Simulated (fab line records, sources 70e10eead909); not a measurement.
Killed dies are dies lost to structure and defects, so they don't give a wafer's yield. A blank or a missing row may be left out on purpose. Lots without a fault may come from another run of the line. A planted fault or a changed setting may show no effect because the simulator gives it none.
Which tool did it? | flow nand_harc | 6 lots, 18 wafers sampled, at 1 step of a route of 1302

WHAT THE GAUGES READ, wafer by wafer
NHARC_P_M0_CD_MEAS_09: target cd 90 nm.
lot  | measured     | on        | cd_nm (nm)
L714 | day 7 21:20  | cd_sem-01 | 89.9 89.3 90.1
L716 | day 9 00:52  | cd_sem-03 | 89.4 90.2 90.5
L719 | day 9 21:52  | cd_sem-03 | 90.8 90.4 90.5
L721 | day 10 13:32 | cd_sem-03 | 90.6 89.5 90.0
L730 | day 14 11:11 | cd_sem-03 | 88.9 90.8 88.9
L733 | day 15 18:14 | cd_sem-02 | 89.2 89.9 90.2

WHICH TOOL RAN EACH LOT (tool, then ch and the chambers of the sampled wafers, then the start)
The record holds no process step before these readings.

THE ANSWER, worked out from the rows above alone
Rule: what is usual is taken from the lots themselves. Put in order of their means at a reading, lots are off if they are a third of the lots or fewer, leave a main group of 4 or more, and stand apart from it by a gap of 3 or more times the standard deviation of the main group's means; of several such gaps the widest counts. A main group whose means are all the same, to the digits that the tables above print for the reading, isn't used. A lot without any number at a reading at which 4 lots or more have one is off too. The other lots that the step has rows for count as sound.
No lot is off at any reading shown: from this, nothing can be told.

WHAT THE SIMULATOR HAD PUT IN
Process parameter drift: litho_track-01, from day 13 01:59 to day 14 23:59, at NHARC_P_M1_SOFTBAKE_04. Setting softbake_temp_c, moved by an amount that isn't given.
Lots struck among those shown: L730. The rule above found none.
